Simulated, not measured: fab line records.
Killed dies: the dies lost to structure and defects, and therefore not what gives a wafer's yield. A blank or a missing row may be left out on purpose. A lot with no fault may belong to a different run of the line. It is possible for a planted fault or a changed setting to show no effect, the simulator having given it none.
Comparing a struck lot with a sound one :: flow nand harc :: 15 out of 1159 route steps
Sound: the wafers L709.2, L709.3, L709.5. Wafers struck: L720.3, L720.4, L720.6. Last of all comes the cause.
Each step with rows lists, per side, the tool, then ch with its chambers, then its first start. Under that, the readings that differ: sound wafers :: struck wafers :: difference of the means :: sigmas: that difference in standard deviations of wafers without a fault.
alike: words and numbers the same on both sides, and readings whose means are apart by under 2 such deviations; not compared: readings that were withheld, readings missing a value for some wafer, numbers with overlapping values and no deviation given by the record, and bounds like >300 which may hide the same value.
Wherever a step has rows on one side only, a row that says differs or no value, or a row with sigmas, the two part there. Non-overlapping numbers with no deviation appear without sigmas and do not part them. A reading that every wafer of one side lacks parts them only if that side has two wafers or more.

first, 4 steps without rows for these wafers: NHARC_A_CONTACT_EBR_38; NHARC_A_CONTACT_EXPOSE_39 (exposes mask A CC 3); NHARC_A_CONTACT_PEB_40 (peb time 65 s); NHARC_A_CONTACT_DEVELOP_41 (develop time 35 s).
NHARC_A_CONTACT_CD_MEAS_42 targets a cd of 200 nm.
  sound on cd sem-03 ch 0, day 17 04:27; struck on cd sem-01 ch 0, day 19 20:16
  alike: cd nm
NHARC_A_CONTACT_OVL_MEAS_43:
  sound on overlay-01, day 17 04:32; struck on overlay-01, day 19 20:21
  alike: overlay x nm, overlay y nm
NHARC_A_CONTACT_INSPECT_44:
  sound on defect inspect-01, day 17 04:35; struck on defect inspect-02, day 19 20:23
  alike: raw defect count
then, 1 step without rows for these wafers: NHARC_A_CONTACT_DESCUM_47 (chemistry O2, time 3 s).
NHARC_A_CONTACT_ETCH_48: etches the open film in CF4, target depth 39 nm, time 65 s.
  sound on rie diel-04 ch 0,1,2, day 17 04:46; struck on rie diel-06 ch 0,1,3, day 19 20:33
  alike: bias w, cf4 flow sccm, drypump motor current A, oes product au, rf vpp V, showerhead plenum p Torr, throttle valve pct
  not compared: rf hours counter h
NHARC_A_CONTACT_ETCH_49: etches the open film in N2/H2, target depth 260 nm, time 475.3 s.
  sound: rie diel-04 ch 2,3; struck: rie diel-06 ch 0,1
reading: bias w (W)
sound: 149.5 149.1 149.2
struck: 150.2 150.0 150.9
difference: +1.1
sigmas: +3

reading: drypump motor current A (A)
sound: 5.1 5.8 5.1
struck: 6.6 5.9 6.5
difference: +1.0
sigmas: +2
  alike: chamber pressure mTorr, oes product au, rf vpp V, showerhead plenum p Torr, throttle valve pct
  not compared: rf hours counter h
NHARC_A_CONTACT_ETCH_50: etches the open film in CF4/CHF3, target depth 84.7 nm, time 42.4 s.
  sound: rie diel-04 ch 0,2,3; struck: rie diel-06 ch 0,1,3
  alike: bias w, cf4 flow sccm, drypump motor current A, oes product au, rf vpp V, showerhead plenum p Torr, throttle valve pct
  not compared: rf hours counter h
NHARC_A_CONTACT_ETCH_51: etches the open film in O2/COS, target depth 3600 nm, time 936 s.
  sound: rie diel-04 ch 1,2; struck: rie diel-06 ch 0,3
  alike: bias w, chamber pressure mTorr, drypump motor current A, oes product au, rf vpp V, showerhead plenum p Torr, throttle valve pct
  not compared: rf hours counter h
NHARC_A_CONTACT_ETCH_111: etches the open film in C4F8/O2/Ar, time 140 s, target depth 700 nm.
  sound on har cap etch-03 ch 0,1, day 17 06:11; struck on har cap etch-03 ch 0,1, day 19 22:04
  no value came back on the struck wafers for chamber pressure mTorr (mTorr), oes air line au (a.u.); on the sound wafers chamber pressure mTorr (mTorr) reads 19.999 20.002 20.025
  not compared: rf hours counter h
NHARC_A_CONTACT_ETCH_112: etches the open film in C4F8/O2/Ar, time 94 s, target depth 922 nm.
  sound on har cap etch-03 ch 0,1, day 17 06:22; struck on har cap etch-03 ch 0,1, day 19 22:21
  alike: chamber pressure mTorr, oes air line au
  not compared: rf hours counter h
-- record jumps: 5 days between struck wafers' starts before vs after; left off in module A_CONTACT, resumes in module END, first step shown is number 1159 of the route --
NHARC_END_SORT_01:
  at this point the record logs the struck wafers (prober-01 ch 0, day 24 17:22) and has no rows for the sound ones

## WHERE THEY PART
Earliest at NHARC_A_CONTACT_ETCH_49; latest, in this record, at NHARC_END_SORT_01.

WHY: whatever the simulator had introduced
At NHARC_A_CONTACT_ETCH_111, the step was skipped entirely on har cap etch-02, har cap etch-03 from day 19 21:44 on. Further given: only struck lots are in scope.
